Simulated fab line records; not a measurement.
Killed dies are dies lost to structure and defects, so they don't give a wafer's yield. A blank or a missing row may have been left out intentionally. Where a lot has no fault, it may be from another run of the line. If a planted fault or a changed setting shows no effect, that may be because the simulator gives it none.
The tool behind it: which one?    flow nandHarc    14 lots with 42 wafers sampled at 4 steps, on a route of 1302 steps

== WHAT THE GAUGES READ, wafer by wafer ==
NHARC_A_ONON_D1_THK_MEAS_02: measures by ellipsometry. Usual: thkNm reads 995 nm (standard deviation 9.5).
lot   measured      on            thkNm (nm)      flag
L389  day 7 20:13   filmMetro-02  982 981 981     
L390  day 7 20:13   filmMetro-01  989 987 987     
L392  day 8 21:38   filmMetro-01  992 993 993     
L396  day 10 11:29  filmMetro-02  981 982 982     
L397  day 11 02:54  filmMetro-01  998 997 997     
L401  day 13 01:05  filmMetro-02  997 996 996     
L402  day 13 01:05  filmMetro-01  993 992 992     
L404  day 13 15:45  filmMetro-02  1000 1000 1001  
L405  day 14 09:31  filmMetro-02  1013 1012 1013  
L407  day 15 01:56  filmMetro-02  985 986 985     
L408  day 15 10:55  filmMetro-02  996 994 996     
L410  day 16 07:27  filmMetro-01  1002 1001 1000  
L411  day 17 01:28  filmMetro-01  1013 1011 1012  
L412  day 17 04:51  filmMetro-02  990 987 987     

NHARC_A_ONON_D1_THK_MEAS_14: measures by ellipsometry. Usual: thkNm reads 1000 nm (standard deviation 7.9).
lot   measured      on            thkNm (nm)      flag
L389  day 7 22:29   filmMetro-02  1002 1002 1003  
L390  day 7 22:28   filmMetro-02  1000 998 1001   
L392  day 8 23:55   filmMetro-01  1002 1002 1002  
L396  day 10 13:46  filmMetro-01  993 990 993     
L397  day 11 05:10  filmMetro-02  1000 1001 999   
L401  day 13 03:20  filmMetro-02  989 989 989     
L402  day 13 03:23  filmMetro-01  1004 1001 1004  
L404  day 13 18:01  filmMetro-02  999 998 999     
L405  day 14 11:46  filmMetro-02  1007 1007 1007  
L407  day 15 04:12  filmMetro-01  999 999 999     
L408  day 15 13:11  filmMetro-02  991 990 991     
L410  day 16 09:43  filmMetro-01  1002 1002 1003  
L411  day 17 03:44  filmMetro-01  1000 1002 1000  
L412  day 17 07:05  filmMetro-01  1013 1011 1013  

NHARC_END_SORT_01. Usual: killedAtArray 61, standard deviation 26; killedAtOther 0.8, standard deviation 1.1; killedAtPeriphery 4.0, standard deviation 2.6; killedDies 66, standard deviation 26; killedOpen 3.1, standard deviation 1.7; killedShort 2.5, standard deviation 1.5.
lot   measured      on         killedAtArray  killedAtOther  killedAtPeriphery  killedDies   killedOpen  killedShort  flag
L389  day 24 15:43  prober-02  67 62 68       0 0 0          5 3 6              72 65 74     4 5 5       3 4 6        
L390  day 24 15:40  prober-01  81 80 68       3 0 1          7 2 5              91 82 74     4 3 3       1 2 2        
L392  day 24 23:29  prober-01  29 25 24       1 0 0          6 7 4              36 32 28     7 4 3       3 4 2        
L396  day 27 02:58  prober-01  667 672 669    0 0 0          10 5 8             677 677 677  0 6 3       3 2 3        OFF
L397  day 27 18:48  prober-02  675 674 670    1 1 0          1 2 7              677 677 677  2 3 2       4 2 2        OFF
L401  day 30 23:59  prober-02  64 69 58       1 0 1          1 0 2              66 69 61     2 3 4       5 3 4        
L402  day 29 17:56  prober-01  39 38 41       0 2 0          5 3 2              44 43 43     3 4 5       4 4 1        
L404  day 30 15:26  prober-01  26 23 39       0 0 0          5 4 4              31 27 43     3 5 6       3 2 0        
L405  day 31 06:13  prober-02  87 83 88       2 1 0          4 2 3              93 86 91     4 5 2       2 4 6        
L407  day 31 18:36  prober-01  46 54 46       0 0 0          5 6 3              51 60 49     1 3 1       1 4 4        
L408  day 31 18:39  prober-02  36 36 32       2 1 2          7 11 6             45 48 40     2 3 1       4 3 1        
L410  day 32 18:53  prober-01  91 87 98       1 1 0          5 4 4              97 92 102    5 2 2       2 3 1        
L411  day 33 13:04  prober-01  49 42 38       4 3 0          7 2 4              60 47 42     6 2 5       3 3 2        
L412  day 33 04:24  prober-02  38 50 56       0 0 0          5 4 2              43 54 58     6 4 2       4 1 1        

== TOOL THAT RAN EACH LOT (tool first, then ch and the chambers of the sampled wafers, then the start) ==
lot   NHARC_A_ONON_D1_DEP_16
L389  pecvdOnon-04 ch 0, day 8 05:46
L390  pecvdOnon-01 ch 0, day 8 05:46
L392  pecvdOnon-03 ch 0, day 9 07:13
L396  pecvdOnon-01, day 10 21:20
L397  pecvdOnon-01, day 11 12:26
L401  pecvdOnon-01 ch 0, day 13 10:45
L402  pecvdOnon-03 ch 0, day 13 10:38
L404  pecvdOnon-01 ch 0, day 14 04:49
L405  pecvdOnon-03 ch 0, day 14 19:13
L407  pecvdOnon-04 ch 0, day 15 12:00
L408  pecvdOnon-01 ch 0, day 15 20:26
L410  pecvdOnon-03 ch 0, day 16 16:58
L411  pecvdOnon-03 ch 0, day 17 12:46
L412  pecvdOnon-01 ch 0, day 17 12:46
- NHARC_A_ONON_D1_DEP_16: target thk 1000 nm.

== AS READ BY THE TOOLS THEMSELVES (means over the sampled wafers that have a number; for cases with no such wafer, the mark the record gives instead) ==
NHARC_A_ONON_D1_DEP_16. Usual: n2FlowSccm 2752 sccm, standard deviation 8; n2oFlowSccm 2000 sccm, standard deviation 6.7.
lot   tool          n2FlowSccm (sccm)  n2oFlowSccm (sccm)  flag
L389  pecvdOnon-04  2754               1998                
L390  pecvdOnon-01  2749               1995                
L392  pecvdOnon-03  2760               2014                
L396  pecvdOnon-01  -                  -                   OFF
L397  pecvdOnon-01  -                  -                   OFF
L401  pecvdOnon-01  2752               2000                
L402  pecvdOnon-03  2746               2000                
L404  pecvdOnon-01  2758               1998                
L405  pecvdOnon-03  2748               1998                
L407  pecvdOnon-04  2750               2003                
L408  pecvdOnon-01  2741               2002                
L410  pecvdOnon-03  2750               1996                
L411  pecvdOnon-03  2757               1999                
L412  pecvdOnon-01  2751               1991                

== THE ANSWER, worked out from the rows above alone ==
Rule: a lot is off if the mean of its wafers that have a number lies more than 3 standard deviations from the usual mean. Also off: a lot with no number at a reading for which 4 or more lots have one. The other lots that the step has rows for count as sound. Order of review: gauges by route order, followed by the tools' own readings, for which a lot's mean as printed above is used. At the first step where some lot is off, the reading lying furthest off is the one used; lots without a number count as furthest.
Off at NHARC_END_SORT_01 (killedAtArray): L396, L397.
A tool fits if, at a process step before that reading, it ran every lot that is off, and no sound lot after the first of them. Not tried: the gauges at NHARC_END_SORT_01; whatever is off there is also off at NHARC_A_ONON_D1_DEP_16, on other tools, and gauge error can't account for it. Not one of the candidates tried fits.

== WHAT HAD BEEN PUT IN BY THE SIMULATOR ==
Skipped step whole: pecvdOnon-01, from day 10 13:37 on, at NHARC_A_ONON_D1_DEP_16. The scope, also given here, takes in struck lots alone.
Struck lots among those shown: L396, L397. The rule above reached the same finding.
